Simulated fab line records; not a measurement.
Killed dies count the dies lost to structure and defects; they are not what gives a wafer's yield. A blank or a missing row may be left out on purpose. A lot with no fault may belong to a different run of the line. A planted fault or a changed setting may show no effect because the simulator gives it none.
A lot that was struck, set against a sound lot    flow nandHarc    38 steps out of a route of 1302
Sound: wafers L466.2, L466.3, L466.4. Struck: wafer L478.3 (L478.1, L478.2, from the same lot, were not struck and are left out); the cause is given at the end.
At each step with rows: each side's tool, then ch and its chambers, then its first start. Under that, the readings that differ: sound wafers    struck wafers    difference of the means    sigmas: that difference in standard deviations of wafers without a fault.
alike: words and numbers the same on both sides, and readings whose means are apart by under 2 such deviations; not compared: readings that were withheld, readings missing a value for some wafer, numbers with overlapping values and no deviation given by the record, and bounds like >300 which may hide the same value.
A row with sigmas, a row that says differs or no value, or rows on one side alone: a step with any of these is where the two part. Numbers that have no deviation but don't overlap get no sigmas and don't part them. A reading that every wafer of one side lacks parts them only if that side has two wafers or more.

first, 9 steps without rows for these wafers: NHARC_A_STAIRCASE_DEHYDRATE_302 (time 120 s); NHARC_A_STAIRCASE_HMDS_303 (time 30 s); NHARC_A_STAIRCASE_COAT_304; NHARC_A_STAIRCASE_SOFTBAKE_305 (time 170 s); NHARC_A_STAIRCASE_EBR_306; NHARC_A_STAIRCASE_EXPOSE_307 (exposes mask CHOP 50); NHARC_A_STAIRCASE_PEB_308 (peb time 130 s); NHARC_A_STAIRCASE_DEVELOP_309 (time 140 s); NHARC_A_STAIRCASE_HARDBAKE_311 (time 140 s).
NHARC_A_STAIRCASE_DESCUM_312: chemistry O2, time 3 s.
  sound on rieDiel-13 ch 0,2,3, day 16 16:26; struck on rieDiel-12 ch 3, day 22 11:41
reading              sound              struck  difference  sigmas
oesProductAu (a.u.)  1.008 1.011 1.003  0.985   -0.022      -2
rfHoursCounterH (h)  9 14 13            15      +3          
  alike: drypumpMotorCurrentA, mfcArSccm, rfVppV, showerheadPlenumPTorr, throttleValvePct
then, 1 step without rows for these wafers: NHARC_A_STAIRCASE_ETCH_313 (etches the open film in CF4/CHF3).
NHARC_A_STAIRCASE_HM_OPEN_463: chemistry O2/COS.
  sound on rieDiel-13 ch 1,2,3, day 16 16:38; struck on rieDiel-12 ch 2, day 22 11:53
reading              sound    struck  difference  sigmas
rfHoursCounterH (h)  9 13 11  17      +6          
  alike: drypumpMotorCurrentA, mfcArSccm, oesProductAu, rfVppV, showerheadPlenumPTorr, throttleValvePct
then, 2 steps without rows for these wafers: NHARC_A_STAIRCASE_STRIP_464 (strips in O2/COS); NHARC_A_STAIRCASE_ETCH_453 (etches the open film in CF4/O2, target depth 30 nm, overetch 3 nm, time 16.5 s).
NHARC_A_STAIRCASE_ETCH_315: etches the open film in C4F8/O2/Ar, target depth 2500 nm, time 607.1 s.
  sound: rieDiel-13 ch 1,2,3; struck: rieDiel-12 ch 0
reading              sound     struck  difference  sigmas
rfHoursCounterH (h)  13 10 11  17      +6          
  alike: oesProductAu, rfVppV
then, 13 steps without rows for these wafers: NHARC_A_STAIRCASE_STRIP_316 (strips in O2); NHARC_A_STAIRCASE_STRIP_317 (strips in SPM, time 900 s); NHARC_A_STAIRCASE_PRECLEAN_318 (cleans in SC1); NHARC_A_STAIRCASE_SRD_329; NHARC_A_STAIRCASE_ALD_415 (deposits SiO2, target thk 30 nm, pulse time 6 s, ald cycles 300); NHARC_A_STAIRCASE_ETCHBACK_416 (etches the open film in C4F8/O2/Ar, target depth 36 nm, time 7.2 s); NHARC_A_STAIRCASE_STRIP_476 (strips in O2, time 20 s); NHARC_A_STAIRCASE_DEP_417 (deposits Si3N4, target thk 60 nm); NHARC_A_STAIRCASE_WET_418 (chemistry H3PO4, target depth 20 nm); NHARC_A_STAIRCASE_PRECLEAN_419 (cleans in SC1); NHARC_A_STAIRCASE_SRD_421; NHARC_A_STAIRCASE_ALD_420 (deposits SiO2, target thk 20 nm, pulse time 6 s, ald cycles 200); NHARC_A_STAIRCASE_CVD_552 (deposits SiNx, target thk 40 nm).
NHARC_A_STAIRCASE_DEP_151: deposits SiO2, target thk 7200 nm.
  sound on pecvd-02 ch 0,2, day 17 10:08; struck on pecvd-02 ch 2, day 23 05:04
  alike: heaterPowerOuterW, heaterPowerW
then, 1 step without rows for these wafers: NHARC_A_STAIRCASE_ANNEAL_320 (time 1800 s).
NHARC_A_STAIRCASE_DEP_322: deposits SiO2, target thk 7200 nm.
  sound on pecvd-03 ch 0,1, day 17 19:01; struck on pecvd-02 ch 2, day 23 12:55
  alike: heaterPowerOuterW, heaterPowerW
then, 1 step without rows for these wafers: NHARC_A_STAIRCASE_ANNEAL_323 (time 1800 s).
NHARC_A_STAIRCASE_DEP_325: deposits SiO2, target thk 7200 nm.
  sound on pecvd-03 ch 0,1, day 18 02:57; struck on pecvd-04 ch 1, day 23 20:30
reading                sound        struck  difference  sigmas
heaterPowerOuterW (W)  301 328 219  512     +229        +3
heaterPowerW (W)       585 604 490  865     +305        +3
then, 4 steps without rows for these wafers: NHARC_A_STAIRCASE_ANNEAL_326 (time 1800 s); NHARC_A_STAIRCASE_DEHYDRATE_433 (time 120 s); NHARC_A_STAIRCASE_HMDS_434 (time 30 s); NHARC_A_STAIRCASE_COAT_435.
-- break in the record here, with 6 days between the starts of the struck wafers on either side (left off in module A_STAIRCASE, picked up again in module END, where the first step shown is number 1302 on the route) --
NHARC_END_SORT_01:
  at this point the record logs the struck wafers (prober-02 ch 0, day 29 15:08) and has no rows for the sound ones

## WHERE THEY PART
Last at NHARC_END_SORT_01 as far as this record goes, first at NHARC_A_STAIRCASE_DESCUM_312.

WHY: whatever the simulator had introduced
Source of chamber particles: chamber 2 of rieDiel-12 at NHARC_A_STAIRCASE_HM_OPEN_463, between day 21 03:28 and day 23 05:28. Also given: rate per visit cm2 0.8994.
